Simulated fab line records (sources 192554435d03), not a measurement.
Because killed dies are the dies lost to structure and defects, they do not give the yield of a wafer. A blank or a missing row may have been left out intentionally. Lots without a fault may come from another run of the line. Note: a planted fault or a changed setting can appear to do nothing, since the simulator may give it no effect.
The tool behind it: which one? + flow n5 finfet + Sampling: 24 lots, 72 wafers, 5 of 1938 route steps

## WHAT EACH GAUGE READ, for each wafer
N5_BEOL_M2_INSPECT_59: inspects for defects (darkfield). Usual: raw defect count 76, standard deviation 27.
| lot  | measured     | on                | raw defect count | flag |
|------|--------------|-------------------|------------------|------|
| L074 | day 7 14:52  | defect inspect-02 | 83 62 74         |      |
| L075 | day 7 15:41  | defect inspect-01 | 71 59 68         |      |
| L078 | day 7 18:32  | defect inspect-02 | 113 89 129       |      |
| L077 | day 7 22:37  | defect inspect-01 | 56 39 68         |      |
| L079 | day 8 13:35  | defect inspect-01 | 55 71 66         |      |
| L080 | day 8 13:46  | defect inspect-01 | 58 85 67         |      |
| L081 | day 9 09:43  | defect inspect-02 | 71 61 52         |      |
| L082 | day 10 01:46 | defect inspect-01 | 69 97 63         |      |
| L083 | day 10 01:57 | defect inspect-02 | 103 92 77        |      |
| L084 | day 11 03:59 | defect inspect-02 | 98 134 170       |      |
| L085 | day 11 22:47 | defect inspect-01 | 67 89 84         |      |
| L087 | day 12 02:26 | defect inspect-01 | 62 73 40         |      |
| L086 | day 12 02:46 | defect inspect-02 | 65 73 56         |      |
| L089 | day 12 06:17 | defect inspect-01 | 52 81 99         |      |
| L076 | day 12 08:16 | defect inspect-02 | 82 96 86         |      |
| L090 | day 12 08:56 | defect inspect-01 | 71 38 48         |      |
| L088 | day 12 14:13 | defect inspect-02 | 76 132 113       |      |
| L091 | day 12 15:49 | defect inspect-01 | 50 63 55         |      |
| L092 | day 12 17:46 | defect inspect-02 | 88 86 94         |      |
| L093 | day 12 20:59 | defect inspect-02 | 47 44 59         |      |
| L094 | day 13 00:27 | defect inspect-02 | 101 48 77        |      |
| L095 | day 13 00:43 | defect inspect-01 | 66 111 87        |      |
| L096 | day 13 03:58 | defect inspect-02 | 62 89 63         |      |
| L097 | day 13 09:36 | defect inspect-02 | 47 68 65         |      |

N5_BEOL_M3_INSPECT_13: inspects for defects (brightfield). Usual: raw defect count 408, standard deviation 86.
| lot  | measured     | on                | raw defect count | flag |
|------|--------------|-------------------|------------------|------|
| L074 | day 7 15:57  | defect inspect-02 | 391 370 377      |      |
| L075 | day 7 18:20  | defect inspect-02 | 616 374 460      |      |
| L078 | day 7 19:13  | defect inspect-01 | 482 472 449      |      |
| L077 | day 8 01:16  | defect inspect-02 | 353 361 496      |      |
| L079 | day 8 14:43  | defect inspect-01 | 490 500 377      |      |
| L080 | day 8 14:57  | defect inspect-01 | 308 465 331      |      |
| L081 | day 9 10:39  | defect inspect-02 | 386 339 274      |      |
| L082 | day 10 04:53 | defect inspect-01 | 315 426 381      |      |
| L083 | day 10 05:03 | defect inspect-02 | 447 506 473      |      |
| L084 | day 11 04:40 | defect inspect-01 | 403 510 552      |      |
| L085 | day 11 23:35 | defect inspect-01 | 401 431 369      |      |
| L087 | day 12 03:43 | defect inspect-01 | 326 477 438      |      |
| L086 | day 12 03:57 | defect inspect-02 | 390 354 342      |      |
| L089 | day 12 08:31 | defect inspect-02 | 417 452 404      |      |
| L076 | day 12 09:34 | defect inspect-01 | 486 511 391      |      |
| L090 | day 12 09:49 | defect inspect-01 | 360 349 253      |      |
| L088 | day 12 17:29 | defect inspect-02 | 294 405 477      |      |
| L091 | day 12 17:44 | defect inspect-01 | 304 353 295      |      |
| L092 | day 12 18:41 | defect inspect-01 | 431 422 495      |      |
| L093 | day 13 00:10 | defect inspect-02 | 644 501 425      |      |
| L094 | day 13 01:08 | defect inspect-01 | 458 343 350      |      |
| L095 | day 13 01:39 | defect inspect-02 | 443 452 521      |      |
| L096 | day 13 04:46 | defect inspect-02 | 310 355 235      |      |
| L097 | day 13 11:39 | defect inspect-02 | 376 398 420      |      |

N5_BEOL_M3_OVL_MEAS_29. Usual: V2_OVL gives 0.4 nm (standard deviation 0.7).
| lot  | measured     | on         | V2_OVL (nm)    | flag |
|------|--------------|------------|----------------|------|
| L074 | day 7 16:57  | overlay-01 | -0.1 1.2 0.0   |      |
| L075 | day 7 20:17  | overlay-01 | -0.4 -0.2 -0.3 |      |
| L078 | day 7 20:37  | overlay-01 | 0.1 1.2 0.0    |      |
| L077 | day 8 02:07  | overlay-01 | 0.9 1.2 1.1    |      |
| L079 | day 8 15:47  | overlay-01 | 0.6 0.3 0.2    |      |
| L080 | day 8 15:59  | overlay-01 | 0.9 0.1 0.0    |      |
| L081 | day 9 11:35  | overlay-01 | -0.5 -0.4 -0.8 |      |
| L082 | day 10 05:47 | overlay-02 | 0.3 0.5 0.4    |      |
| L083 | day 10 06:04 | overlay-01 | -1.4 0.0 0.4   |      |
| L084 | day 11 05:28 | overlay-01 | 0.7 0.6 0.2    |      |
| L085 | day 12 00:38 | overlay-02 | 1.8 1.2 0.6    |      |
| L087 | day 12 04:45 | overlay-02 | 0.7 1.4 1.2    |      |
| L086 | day 12 04:49 | overlay-01 | 1.2 0.1 1.4    |      |
| L089 | day 12 09:27 | overlay-01 | 1.2 1.3 1.0    |      |
| L076 | day 12 10:41 | overlay-02 | -0.8 -0.6 -0.6 |      |
| L090 | day 12 10:52 | overlay-01 | 0.5 1.1 0.9    |      |
| L088 | day 12 18:34 | overlay-02 | -1.0 -1.3 -0.5 |      |
| L091 | day 12 18:52 | overlay-02 | 1.5 -0.7 0.2   |      |
| L092 | day 12 20:00 | overlay-02 | 0.0 0.3 -0.3   |      |
| L093 | day 13 01:07 | overlay-01 | 0.5 0.3 0.2    |      |
| L094 | day 13 02:05 | overlay-01 | 0.3 -0.6 1.1   |      |
| L095 | day 13 02:28 | overlay-01 | 0.5 -0.4 -0.4  |      |
| L096 | day 13 05:43 | overlay-02 | -0.4 -0.4 0.5  |      |
| L097 | day 13 12:34 | overlay-02 | 0.8 0.4 1.4    |      |

## WHICH TOOL RAN EACH LOT (tool, then ch and the chambers of the sampled wafers, then the start)
| lot  | N5_BEOL_M2_PRE_CLEAN_60          | N5_BEOL_M3_DESCUM_16               |
|------|----------------------------------|------------------------------------|
| L074 | cvd co-02 ch 0,1,2, day 7 14:37  | rie diel-02 ch 2,3, day 7 16:11    |
| L075 | cvd co-02 ch 1,2, day 7 15:26    | rie diel-02 ch 2,3, day 7 19:19    |
| L078 | cvd co-02 ch 0,1,2, day 7 18:16  | rie diel-06 ch 2,3, day 7 19:39    |
| L077 | cvd co-02 ch 0,1,2, day 7 22:23  | rie diel-02 ch 1,2,3, day 8 01:19  |
| L079 | cvd co-01 ch 0,1,2, day 8 13:20  | rie diel-04 ch 1,2, day 8 14:50    |
| L080 | cvd co-02 ch 0,1,2, day 8 13:31  | rie diel-02 ch 0,1,2, day 8 15:01  |
| L081 | cvd co-02 ch 0,1,2, day 9 09:28  | rie diel-02 ch 0,1,3, day 9 10:41  |
| L082 | cvd co-01 ch 1,2, day 10 01:27   | rie diel-02 ch 1,2,3, day 10 04:55 |
| L083 | cvd co-01 ch 1,2, day 10 01:37   | rie diel-02 ch 0,3, day 10 05:08   |
| L084 | cvd co-02 ch 0,2, day 11 03:44   | rie diel-04 ch 0,2,3, day 11 04:41 |
| L085 | cvd co-02 ch 1,2, day 11 22:32   | rie diel-06 ch 0,3, day 11 23:37   |
| L087 | cvd co-02 ch 0,1, day 12 02:10   | rie diel-04 ch 0,2, day 12 03:45   |
| L086 | cvd co-01 ch 1,2, day 12 02:29   | rie diel-04 ch 0,2,3, day 12 03:59 |
| L089 | cvd co-02 ch 0,1, day 12 06:02   | rie diel-04 ch 2,3, day 12 08:32   |
| L076 | cvd co-01 ch 0,1,2, day 12 07:59 | rie diel-06 ch 1,3, day 12 09:35   |
| L090 | cvd co-01 ch 1,2, day 12 08:40   | rie diel-06 ch 1,2,3, day 12 09:56 |
| L088 | cvd co-01 ch 0,2, day 12 13:58   | rie diel-06 ch 0,1, day 12 17:32   |
| L091 | cvd co-01 ch 1,2, day 12 15:34   | rie diel-06 ch 0,1,3, day 12 17:47 |
| L092 | cvd co-01 ch 0,1, day 12 17:31   | rie diel-06 ch 1,2,3, day 12 18:58 |
| L093 | cvd co-02 ch 0,1,2, day 12 20:44 | rie diel-06 ch 0,2,3, day 13 00:11 |
| L094 | cvd co-01 ch 0,1, day 13 00:10   | rie diel-06 ch 0,1,3, day 13 01:11 |
| L095 | cvd co-02 ch 0,1,2, day 13 00:26 | rie diel-06 ch 0,1,2, day 13 01:41 |
| L096 | cvd co-02 ch 0,2, day 13 03:43   | rie diel-06 ch 0,1, day 13 04:51   |
| L097 | cvd co-01 ch 0,2, day 13 09:21   | rie diel-06 ch 1,2,3, day 13 11:41 |
- N5_BEOL_M2_PRE_CLEAN_60: time 15 s.
- N5_BEOL_M3_DESCUM_16: chemistry O2, time 7 s.

## WHAT THE TOOLS THEMSELVES READ (means of the sampled wafers that have a number; where no wafer has one, the mark that the record gives instead)
N5_BEOL_M2_PRE_CLEAN_60. Usual: heater power w 87 W, standard deviation 8.5.
| lot  | tool      | heater power w (W) | flag |
|------|-----------|--------------------|------|
| L074 | cvd co-02 | 89                 |      |
| L075 | cvd co-02 | 83                 |      |
| L078 | cvd co-02 | 87                 |      |
| L077 | cvd co-02 | 89                 |      |
| L079 | cvd co-01 | 84                 |      |
| L080 | cvd co-02 | 88                 |      |
| L081 | cvd co-02 | 89                 |      |
| L082 | cvd co-01 | 89                 |      |
| L083 | cvd co-01 | 88                 |      |
| L084 | cvd co-02 | 81                 |      |
| L085 | cvd co-02 | 84                 |      |
| L087 | cvd co-02 | 96                 |      |
| L086 | cvd co-01 | 85                 |      |
| L089 | cvd co-02 | 95                 |      |
| L076 | cvd co-01 | 85                 |      |
| L090 | cvd co-01 | 86                 |      |
| L088 | cvd co-01 | 84                 |      |
| L091 | cvd co-01 | 86                 |      |
| L092 | cvd co-01 | 82                 |      |
| L093 | cvd co-02 | 89                 |      |
| L094 | cvd co-01 | 82                 |      |
| L095 | cvd co-02 | 88                 |      |
| L096 | cvd co-02 | 82                 |      |
| L097 | cvd co-01 | 84                 |      |

N5_BEOL_M3_DESCUM_16. Usual: drypump motor current A 5.5 A, standard deviation 0.34; oes product au 0.75 a.u., standard deviation 0.084; rf vpp V 242.6 V, standard deviation 1.4; showerhead plenum p Torr 2.06 Torr, standard deviation 0.066; throttle valve pct 20.47 %, standard deviation 0.25.
| lot  | tool        | drypump motor current A (A) | oes product au (a.u.) | rf vpp V (V) | showerhead plenum p Torr (Torr) | throttle valve pct (%) | flag |
|------|-------------|-----------------------------|-----------------------|--------------|---------------------------------|------------------------|------|
| L074 | rie diel-02 | 5.6                         | 0.71                  | 243.3        | 2.06                            | 20.43                  |      |
| L075 | rie diel-02 | 5.6                         | 0.72                  | 242.9        | 2.06                            | 20.42                  |      |
| L078 | rie diel-06 | 5.3                         | 0.73                  | 242.9        | 2.07                            | 20.79                  |      |
| L077 | rie diel-02 | 5.7                         | 0.71                  | 242.3        | 2.04                            | 20.36                  |      |
| L079 | rie diel-04 | 5.9                         | 0.70                  | 243.0        | 2.05                            | 20.57                  |      |
| L080 | rie diel-02 | 5.7                         | 0.82                  | 242.0        | 2.06                            | 20.18                  |      |
| L081 | rie diel-02 | 5.7                         | 0.80                  | 242.0        | 2.06                            | 20.34                  |      |
| L082 | rie diel-02 | 5.7                         | 0.70                  | 242.3        | 2.03                            | 20.39                  |      |
| L083 | rie diel-02 | 5.5                         | 0.87                  | 243.8        | 2.11                            | 20.38                  |      |
| L084 | rie diel-04 | 5.6                         | 0.76                  | 244.0        | 2.10                            | 20.51                  |      |
| L085 | rie diel-06 | 5.2                         | 0.76                  | 242.1        | 2.03                            | 20.74                  |      |
| L087 | rie diel-04 | 5.6                         | 0.83                  | 243.4        | 2.11                            | 20.40                  |      |
| L086 | rie diel-04 | 5.6                         | 0.76                  | 243.8        | 2.10                            | 20.51                  |      |
| L089 | rie diel-04 | 5.4                         | 0.69                  | 244.0        | 2.14                            | 20.61                  |      |
| L076 | rie diel-06 | 5.6                         | 0.73                  | 241.7        | 1.99                            | 20.57                  |      |
| L090 | rie diel-06 | 5.4                         | 0.70                  | 242.3        | 2.05                            | 20.61                  |      |
| L088 | rie diel-06 | 5.2                         | 0.80                  | 242.0        | 2.03                            | 20.32                  |      |
| L091 | rie diel-06 | 5.4                         | 0.76                  | 242.4        | 2.01                            | 20.54                  |      |
| L092 | rie diel-06 | 5.4                         | 0.71                  | 242.7        | 2.05                            | 20.62                  |      |
| L093 | rie diel-06 | 5.1                         | 0.74                  | 242.1        | 2.07                            | 20.61                  |      |
| L094 | rie diel-06 | 5.3                         | 0.76                  | 241.6        | 2.01                            | 20.56                  |      |
| L095 | rie diel-06 | 5.3                         | 0.75                  | 242.3        | 2.06                            | 20.41                  |      |
| L096 | rie diel-06 | 5.4                         | 0.76                  | 242.0        | 2.00                            | 20.35                  |      |
| L097 | rie diel-06 | 5.4                         | 0.70                  | 241.7        | 2.05                            | 20.63                  |      |

## THE ANSWER, worked out from the rows above alone
Rule: lot off if the mean of its wafers having a number is beyond 3 standard deviations from the usual mean. Also off: a lot with no number at a reading for which 4 or more lots have one. All remaining lots with rows at the step are treated as sound. Order of review: gauges by route order, followed by the tools' own readings, for which a lot's mean as printed above is used. At the first step where some lot is off, the reading lying furthest off is the one used; lots without a number count as furthest.
No lot is off on any of the readings shown, so nothing can be concluded from this.

## WHAT THE SIMULATOR HAD PUT IN
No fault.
